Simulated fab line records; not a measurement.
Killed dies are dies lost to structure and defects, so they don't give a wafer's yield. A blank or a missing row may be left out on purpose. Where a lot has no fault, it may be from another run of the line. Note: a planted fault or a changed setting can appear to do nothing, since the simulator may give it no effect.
Matching of chambers || flow n5Finfet || N5_GATE_CUT_SAC_CAP_01 on aldSin-03: 4 sister chambers
The step material SiNx, target thk 24 nm, pulse time 1 s, ald cycles 480. 8 wafers are shown with their chamber, then 12 later ones without.

WAFERS PAIRED WITH THEIR CHAMBERS
{"wafer": "L077.1", "chamber": 1, "heaterPowerW (W)": 768, "precursorPulseHeightRel": 0.992}
{"wafer": "L077.5", "chamber": 1, "heaterPowerW (W)": 790, "precursorPulseHeightRel": 1.042}
{"wafer": "L082.1", "chamber": 3, "heaterPowerW (W)": 783, "precursorPulseHeightRel": 1.004}
{"wafer": "L082.3", "chamber": 2, "heaterPowerW (W)": 802, "precursorPulseHeightRel": 0.952}
{"wafer": "L082.5", "chamber": 0, "heaterPowerW (W)": 1000, "precursorPulseHeightRel": 0.988}
{"wafer": "L083.1", "chamber": 2, "heaterPowerW (W)": 804, "precursorPulseHeightRel": 0.982}
{"wafer": "L083.3", "chamber": 0, "heaterPowerW (W)": 1020, "precursorPulseHeightRel": 1.028}
{"wafer": "L083.4", "chamber": 3, "heaterPowerW (W)": 764, "precursorPulseHeightRel": 1.002}

WAFERS MISSING THEIR CHAMBER
{"wafer": "L085.1", "heaterPowerW (W)": 803, "precursorPulseHeightRel": 0.986}
{"wafer": "L085.2", "heaterPowerW (W)": 778, "precursorPulseHeightRel": 1.004}
{"wafer": "L085.6", "heaterPowerW (W)": 794, "precursorPulseHeightRel": 1.020}
{"wafer": "L087.1", "heaterPowerW (W)": 773, "precursorPulseHeightRel": 0.978}
{"wafer": "L087.2", "heaterPowerW (W)": 998, "precursorPulseHeightRel": 1.003}
{"wafer": "L087.3", "heaterPowerW (W)": 782, "precursorPulseHeightRel": 0.971}
{"wafer": "L087.4", "heaterPowerW (W)": 817, "precursorPulseHeightRel": 1.028}
{"wafer": "L087.5", "heaterPowerW (W)": 771, "precursorPulseHeightRel": 0.990}
{"wafer": "L087.6", "heaterPowerW (W)": 1013, "precursorPulseHeightRel": 0.969}
{"wafer": "L096.1", "heaterPowerW (W)": 787, "precursorPulseHeightRel": 0.965}
{"wafer": "L096.2", "heaterPowerW (W)": 727, "precursorPulseHeightRel": 0.979}
{"wafer": "L096.4", "heaterPowerW (W)": 794, "precursorPulseHeightRel": 0.994}

EACH ONE'S CHAMBER
{"wafer": "L085.1", "from the rows above": "can't be placed: 2 or 1 or 3", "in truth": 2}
{"wafer": "L085.2", "from the rows above": "can't be placed: 3 or 1", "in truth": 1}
{"wafer": "L085.6", "from the rows above": "can't be placed: 1 or 3 or 2", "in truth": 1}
{"wafer": "L087.1", "from the rows above": "can't be placed: 3 or 1 or 2", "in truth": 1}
{"wafer": "L087.2", "from the rows above": 0, "in truth": 0}
{"wafer": "L087.3", "from the rows above": "can't be placed: 3 or 2 or 1", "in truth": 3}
{"wafer": "L087.4", "from the rows above": "can't be placed: 2 or 1 or 3", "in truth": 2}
{"wafer": "L087.5", "from the rows above": "can't be placed: 3 or 1", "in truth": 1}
{"wafer": "L087.6", "from the rows above": 0, "in truth": 0}
{"wafer": "L096.1", "from the rows above": "can't be placed: 2 or 3 or 1", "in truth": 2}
{"wafer": "L096.2", "from the rows above": "can't be placed: 3 or 1", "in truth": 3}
{"wafer": "L096.4", "from the rows above": "can't be placed: 2 or 1 or 3", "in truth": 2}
Placed correctly: 2 of 12. From these rows, 10 cannot be placed; in 10 the true chamber is one of the candidates. Number placed wrongly: 0.
How it was worked out, from the rows above alone: a wafer's distance from a chamber is the root of the sum, over the readings, of the square of ((its reading less the chamber's mean) divided by the reading's scatter). The wafer belongs to the nearest chamber; if the next one is less than 2 further off, it can't be placed. A chamber's mean is the mean of its shown wafers. The scatter is the square root of a quotient: the sum, over the shown wafers, of each reading's squared deviation from its chamber's mean, divided by wafers minus chambers.
